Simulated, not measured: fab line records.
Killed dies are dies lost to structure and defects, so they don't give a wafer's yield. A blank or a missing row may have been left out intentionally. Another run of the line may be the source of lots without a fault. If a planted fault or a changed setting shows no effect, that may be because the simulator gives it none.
Which of the tools did it? -- flow n5Finfet -- 10 lots with 30 wafers sampled at 3 steps, on a route of 1938 steps

## WHAT THE GAUGES READ, wafer by wafer
N5_BEOL_M13_CD_MEAS_28 targets a cd of 209.5 nm.
lot,measured,on,cdNm (nm)
L780,day 10 14:59,cdSem-02,209.1 207.3 208.3
L782,day 11 02:06,cdSem-02,208.8 208.2 208.2
L781,day 11 17:52,cdSem-02,209.7 209.7 210.9
L783,day 12 00:36,cdSem-03,209.3 208.9 208.4
L786,day 13 00:35,cdSem-01,214.8 213.4 215.3
L789,day 13 12:41,cdSem-03,209.9 208.8 210.5
L788,day 13 20:59,cdSem-02,215.1 214.3 214.1
L791,day 14 14:31,cdSem-01,212.0 211.7 211.7
L795,day 14 19:25,cdSem-03,209.1 208.2 208.8
L800,day 16 20:03,cdSem-01,209.6 209.6 209.5

## WHAT TOOL EACH LOT RAN ON (gives the tool, then ch and the chambers of the sampled wafers, and finally the start)
lot,N5_BEOL_M13_STRIP_64,N5_BEOL_M13_EXPOSE_25
L780,"plasmaAsher-02 ch 0,1, day 10 14:23","krfScanner-02 ch 0, day 10 14:49"
L782,"plasmaAsher-01 ch 0,1, day 11 01:28","krfScanner-01 ch 0, day 11 01:56"
L781,"plasmaAsher-01 ch 0,1, day 11 17:24","krfScanner-01 ch 0, day 11 17:42"
L783,"plasmaAsher-01 ch 0,1, day 12 00:08","krfScanner-01 ch 0, day 12 00:26"
L786,"plasmaAsher-01 ch 1, day 13 00:04","krfScanner-01 ch 0, day 13 00:25"
L789,"plasmaAsher-01 ch 0,1, day 13 12:02","krfScanner-02 ch 0, day 13 12:31"
L788,"plasmaAsher-01 ch 0, day 13 20:23","krfScanner-01 ch 0, day 13 20:49"
L791,"plasmaAsher-02 ch 0,1, day 14 13:55","krfScanner-01 ch 0, day 14 14:20"
L795,"plasmaAsher-02 ch 0,1, day 14 18:50","krfScanner-02 ch 0, day 14 19:15"
L800,"plasmaAsher-02 ch 0,1, day 16 19:27","krfScanner-02 ch 0, day 16 19:53"
- N5_BEOL_M13_STRIP_64: strips in N2/H2.
- N5_BEOL_M13_EXPOSE_25: exposes mask M13, target cd 210 nm.

## THE ANSWER, worked out from the rows above alone
Rule: usual is defined by the lots themselves. Put in order of their means at a reading, lots are off if they are a third of the lots or fewer, leave a main group of 4 or more, and stand apart from it by a gap of 3 or more times the standard deviation of the main group's means; of several such gaps the widest counts. A main group is skipped when, at the precision printed for the reading in the tables above, its means are all equal. A lot without any number at a reading at which 4 lots or more have one is off too. The other lots that the step has rows for count as sound.
None of the lots is off at any reading shown; this tells nothing.

## WHAT HAD BEEN PUT IN BY THE SIMULATOR
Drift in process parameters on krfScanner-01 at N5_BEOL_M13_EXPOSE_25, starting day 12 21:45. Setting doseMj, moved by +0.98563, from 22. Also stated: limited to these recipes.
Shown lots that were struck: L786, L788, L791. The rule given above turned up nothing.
